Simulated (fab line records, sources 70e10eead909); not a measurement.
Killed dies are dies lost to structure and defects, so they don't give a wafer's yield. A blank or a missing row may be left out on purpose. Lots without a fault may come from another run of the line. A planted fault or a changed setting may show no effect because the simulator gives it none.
Which tool did it? | flow nand_harc | 12 lots, 36 wafers sampled, at 5 steps of a route of 1159

WHAT THE GAUGES READ, wafer by wafer
NHARC_END_SORT_01. Usual: killed_at_array 24, standard deviation 8.8; killed_at_other 0.7, standard deviation 0.99; killed_at_periphery 3.5, standard deviation 2.6; killed_dies 28, standard deviation 9.3; killed_open 3.2, standard deviation 1.7; killed_short 1.7, standard deviation 1.4.
lot  | measured     | on        | killed_at_array | killed_at_other | killed_at_periphery | killed_dies | killed_open | killed_short | flag
L256 | day 19 16:01 | prober-02 | 16 16 27        | 0 0 2           | 3 5 3               | 19 21 32    | 6 3 3       | 1 2 1        |
L258 | day 20 00:38 | prober-01 | 15 14 17        | 0 0 0           | 1 1 1               | 16 15 18    | 1 1 1       | 3 1 1        |
L261 | day 20 17:52 | prober-01 | 12 13 11        | 2 2 1           | 0 1 3               | 14 16 15    | 5 5 5       | 0 2 0        |
L263 | day 21 07:43 | prober-01 | 13 9 14         | 0 1 0           | 1 1 3               | 14 11 17    | 2 0 2       | 2 1 3        |
L265 | day 22 11:37 | prober-02 | 29 25 24        | 0 1 0           | 2 5 6               | 31 31 30    | 1 1 3       | 1 1 0        |
L269 | day 22 10:02 | prober-01 | 24 20 26        | 1 1 3           | 9 6 9               | 34 27 38    | 5 2 4       | 3 3 2        |
L272 | day 24 03:14 | prober-02 | 22 8 18         | 0 2 1           | 1 4 2               | 23 14 21    | 3 3 3       | 6 3 2        |
L273 | day 24 10:16 | prober-02 | 41 43 31        | 2 2 1           | 3 1 3               | 46 46 35    | 2 5 8       | 4 0 4        |

WHICH TOOL RAN EACH LOT (tool, then ch and the chambers of the sampled wafers, then the start)
lot  | NHARC_A_CHANNEL_FILL_D1_ALD_02   | NHARC_A_CHANNEL_FILL_D1_ALD_15                 | NHARC_A_CHANNEL_FILL_D1_STRIP_29              | NHARC_A_STAIRCASE_STRIP_171
L256 | ald_hk-01 ch 1,2,3, day 9 02:33  | ald_sin_batch-01 ch 0, day 11 05:32 or earlier | rie_diel-01 ch 2,3, day 11 05:32 or earlier   | plasma_asher-02 ch 0,1, day 11 05:32
L258 | ald_hk-02 ch 1,2,3, day 9 10:57  | ald_sin_batch-01 ch 0, day 11 04:25 or earlier | rie_diel-13 ch 2,3, day 11 04:25              | plasma_asher-01 ch 0, day 11 11:55
L260 | ald_hk-04 ch 2,3, day 9 20:52    | ald_sin_batch-01 ch 0, day 12 01:58 or earlier | rie_diel-13 ch 0,3, day 12 01:58 or earlier   | plasma_asher-01 ch 0,1, day 12 01:58
L261 | ald_hk-02 ch 1,2, day 9 21:14    | ald_sin_batch-01 ch 0, day 11 21:55 or earlier | rie_diel-13 ch 1,2, day 11 21:55 or earlier   | plasma_asher-01 ch 0,1, day 11 21:55
L263 | ald_hk-01 ch 2,3, day 10 06:41   | ald_sin_batch-01 ch 0, day 12 08:37 or earlier | rie_diel-01 ch 0,1,2, day 12 08:37 or earlier | plasma_asher-01 ch 0,1, day 12 08:37
L264 | ald_hk-04 ch 0,2,3, day 10 15:29 | ald_sin_batch-03 ch 0, day 12 19:06 or earlier | rie_diel-13 ch 0,2,3, day 12 19:06 or earlier | plasma_asher-02 ch 0,1, day 12 19:06
L265 | ald_hk-02 ch 0,1,3, day 10 19:37 | ald_sin_batch-01 ch 0, day 11 05:38            | rie_diel-13 ch 1,2, day 12 18:38 or earlier   | plasma_asher-02 ch 0,1, day 12 18:38
L266 | ald_hk-02 ch 0,1,3, day 10 20:04 | ald_sin_batch-01 ch 0, day 12 18:49 or earlier | rie_diel-05 ch 1,2, day 12 18:49 or earlier   | plasma_asher-02 ch 1, day 12 18:49
L269 | ald_hk-01 ch 1,2,3, day 11 23:02 | ald_sin_batch-02 ch 0, day 14 03:23 or earlier | rie_diel-13 ch 0,2,3, day 14 03:23 or earlier | plasma_asher-02 ch 0,1, day 14 03:23
L272 | ald_hk-04 ch 0,2, day 12 18:58   | ald_sin_batch-01 ch 0, day 14 23:08 or earlier | rie_diel-13 ch 2,3, day 14 23:08 or earlier   | plasma_asher-01 ch 0,1, day 14 23:08
L273 | ald_hk-04 ch 0,1, day 12 19:54   | ald_sin_batch-01 ch 0, day 14 23:22 or earlier | rie_diel-05 ch 0,1,3, day 14 23:22 or earlier | plasma_asher-01 ch 0,1, day 14 23:22
L278 | ald_hk-01 ch 1,2, day 13 14:30   | ald_sin_batch-02 ch 0, day 15 18:50 or earlier | rie_diel-01 ch 0,2,3, day 15 18:50 or earlier | plasma_asher-01 ch 0,1, day 15 18:50
- NHARC_A_CHANNEL_FILL_D1_ALD_02: deposits SiO2, target thk 6 nm, pulse time 10 s, ald cycles 60.
- NHARC_A_CHANNEL_FILL_D1_ALD_15: deposits SiNx, target thk 2 nm, pulse time 60 s, ald cycles 19.
- NHARC_A_CHANNEL_FILL_D1_STRIP_29: strips in O2, time 20 s.
- NHARC_A_STAIRCASE_STRIP_171: strips in O2.

WHAT THE TOOLS THEMSELVES READ (means of the sampled wafers that have a number; where no wafer has one, the mark that the record gives instead)
NHARC_A_CHANNEL_FILL_D1_ALD_02. Usual: heater_power_w 469 W, standard deviation 43; precursor_pulse_height_rel 1.000, standard deviation 0.021.
lot  | tool      | heater_power_w (W) | precursor_pulse_height_rel | flag
L256 | ald_hk-01 | 451                | 1.005                      |
L258 | ald_hk-02 | 515                | 1.023                      |
L260 | ald_hk-04 | 463                | 1.008                      |
L261 | ald_hk-02 | 525                | 0.991                      |
L263 | ald_hk-01 | 455                | 0.995                      |
L264 | ald_hk-04 | 467                | 0.990                      |
L265 | ald_hk-02 | 483                | 0.993                      |
L266 | ald_hk-02 | 478                | 1.007                      |
L269 | ald_hk-01 | 449                | 1.000                      |
L272 | ald_hk-04 | 456                | 1.006                      |
L273 | ald_hk-04 | 453                | 1.022                      |
L278 | ald_hk-01 | 410                | 0.981                      |

NHARC_A_CHANNEL_FILL_D1_ALD_15. Usual: precursor_pulse_height_rel 1.001, standard deviation 0.019.
lot  | tool             | precursor_pulse_height_rel | flag
L256 | ald_sin_batch-01 | 0.986                      |
L258 | ald_sin_batch-01 | 1.009                      |
L260 | ald_sin_batch-01 | 1.011                      |
L261 | ald_sin_batch-01 | 1.007                      |
L263 | ald_sin_batch-01 | 0.992                      |
L264 | ald_sin_batch-03 | 1.009                      |
L265 | ald_sin_batch-01 | 1.008                      |
L266 | ald_sin_batch-01 | 1.002                      |
L269 | ald_sin_batch-02 | 1.003                      |
L272 | ald_sin_batch-01 | 1.026                      |
L273 | ald_sin_batch-01 | 1.019                      |
L278 | ald_sin_batch-02 | 0.999                      |

NHARC_A_CHANNEL_FILL_D1_STRIP_29. Usual: chamber_pressure_mTorr 60.01 mTorr, standard deviation 0.051; drypump_motor_current_A 5.7 A, standard deviation 0.54; oes_product_au 0.999 a.u., standard deviation 0.0091; rf_vpp_V 57.9 V, standard deviation 0.87; showerhead_plenum_p_Torr 3.51 Torr, standard deviation 0.12; throttle_valve_pct 17.036 %, standard deviation 0.0094.
lot  | tool        | chamber_pressure_mTorr (mTorr) | drypump_motor_current_A (A) | oes_product_au (a.u.) | rf_vpp_V (V) | showerhead_plenum_p_Torr (Torr) | throttle_valve_pct (%) | flag
L256 | rie_diel-01 | 60.05                          | 6.0                         | 1.004                 | 58.3         | 3.49                            | 17.029                 |
L258 | rie_diel-13 | 60.05                          | 5.9                         | 1.000                 | 58.2         | 3.40                            | 17.040                 |
L260 | rie_diel-13 | 60.00                          | 5.5                         | 0.999                 | 57.7         | 3.59                            | 17.039                 |
L261 | rie_diel-13 | 60.01                          | 5.7                         | 0.990                 | 57.6         | 3.41                            | 17.047                 |
L263 | rie_diel-01 | 59.98                          | 5.8                         | 0.999                 | 57.8         | 3.37                            | 17.037                 |
L264 | rie_diel-13 | 59.98                          | 5.7                         | 1.000                 | 56.9         | 3.49                            | 17.039                 |
L265 | rie_diel-13 | 60.05                          | 5.8                         | 1.005                 | 58.8         | 3.48                            | 17.036                 |
L266 | rie_diel-05 | 60.02                          | 5.8                         | 1.001                 | 57.5         | 3.57                            | 17.033                 |
L269 | rie_diel-13 | 60.03                          | 5.7                         | 0.997                 | 57.6         | 3.49                            | 17.028                 |
L272 | rie_diel-13 | 60.01                          | 6.2                         | 0.994                 | 57.2         | 3.44                            | 17.042                 |
L273 | rie_diel-05 | 60.06                          | 5.4                         | 1.008                 | 58.8         | 3.52                            | 17.032                 |
L278 | rie_diel-01 | 59.94                          | 5.8                         | 0.999                 | 58.1         | 3.58                            | 17.035                 |

NHARC_A_STAIRCASE_STRIP_171. Usual: drypump_motor_current_A 5.99 A, standard deviation 0.24; heater_power_w 349 W, standard deviation 22; temp_c 250.01 C, standard deviation 0.18.
lot  | tool            | drypump_motor_current_A (A) | heater_power_w (W) | temp_c (C) | flag
L256 | plasma_asher-02 | 5.81                        | 339                | 249.97     |
L258 | plasma_asher-01 | 5.83                        | 338                | 250.00     |
L260 | plasma_asher-01 | 6.00                        | 334                | 250.13     |
L261 | plasma_asher-01 | 6.16                        | 348                | 249.98     |
L263 | plasma_asher-01 | 6.00                        | 343                | 250.11     |
L264 | plasma_asher-02 | 5.98                        | 364                | 250.16     |
L265 | plasma_asher-02 | 5.81                        | 345                | 249.92     |
L266 | plasma_asher-02 | 5.65                        | 325                | 249.98     |
L269 | plasma_asher-02 | 5.98                        | 364                | 249.83     |
L272 | plasma_asher-01 | -                           | -                  | -          | OFF
L273 | plasma_asher-01 | -                           | -                  | -          | OFF
L278 | plasma_asher-01 | 6.00                        | 346                | 250.04     |

THE ANSWER, worked out from the rows above alone
Rule: a lot is off if the mean of its wafers that have a number lies more than 3 standard deviations from the usual mean. A lot without any number at a reading at which 4 lots or more have one is off too. The other lots that the step has rows for count as sound. The gauges are gone through in route order, then the tools' own readings, and for those a lot's mean is taken as printed above. The first step at which some lot is off is used, and at that step the reading that is off furthest; a lot without a number counts as furthest.
Off: L272, L273, at NHARC_A_STAIRCASE_STRIP_171 (drypump_motor_current_A). Without a number there: L272, L273.
A tool fits if, at that step or a process step before it, it ran every lot that is off, and no sound lot after the first of them. NHARC_A_CHANNEL_FILL_D1_ALD_15 gives no start for some lots, so the hours and the order of its lots are those of NHARC_A_STAIRCASE_STRIP_171. NHARC_A_CHANNEL_FILL_D1_STRIP_29 gives no start for some lots, so the hours and the order of its lots are those of NHARC_A_STAIRCASE_STRIP_171. Can't be told from this: 2 tools fit, ald_hk-04 at NHARC_A_CHANNEL_FILL_D1_ALD_02, ald_sin_batch-01 at NHARC_A_CHANNEL_FILL_D1_ALD_15.

WHAT THE SIMULATOR HAD PUT IN
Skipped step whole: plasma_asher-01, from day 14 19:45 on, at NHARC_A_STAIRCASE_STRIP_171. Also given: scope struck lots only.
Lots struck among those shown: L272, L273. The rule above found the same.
